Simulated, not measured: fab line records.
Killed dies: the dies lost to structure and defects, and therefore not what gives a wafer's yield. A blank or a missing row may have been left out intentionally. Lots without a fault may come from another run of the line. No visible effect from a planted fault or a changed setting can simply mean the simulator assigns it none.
Matching of chambers | flow n5 finfet | 3 sister chambers for N5_BEOL_M5_CO_CAP_78 on cvd co-02
The step material Co, precursor CCTBA/H2, target thk 2 nm, time 102.1 s. 3 wafers are shown with their chamber, then 7 later ones without.

WAFERS, EACH WITH ITS CHAMBER
wafer  | chamber | heater power w (W)
L903.6 | 2       | 241
L901.1 | 1       | 214
L901.4 | 0       | 240

WAFERS WITH NO CHAMBER GIVEN
wafer  | heater power w (W)
L901.5 | 240
L908.1 | 240
L908.2 | 250
L908.5 | 234
L911.2 | 242
L911.3 | 217
L911.5 | 214

EACH ONE'S CHAMBER
wafer  | from the rows above     | in truth
L901.5 | can't be placed: 0 or 2 | 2
L908.1 | can't be placed: 0 or 2 | 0
L908.2 | can't be placed: 2 or 0 | 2
L908.5 | can't be placed: 0 or 2 | 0
L911.2 | can't be placed: 2 or 0 | 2
L911.3 | 1                       | 1
L911.5 | 1                       | 1
Correct placement for 2 of the 7. Can't be placed from these rows: 5 (the true chamber is among the candidates in 5). Number placed wrongly: 0.
How it was worked out, from the rows above alone: a wafer's distance from a chamber is the root of the sum, over the readings, of the square of ((its reading less the chamber's mean) divided by the reading's scatter). The wafer belongs to the nearest chamber; if the next one is less than 2 further off, it can't be placed. Each chamber's mean is taken over the wafers shown for it. The scatter: root of mean squared gap, hidden wafer to nearest shown wafer, with one shown wafer a chamber.
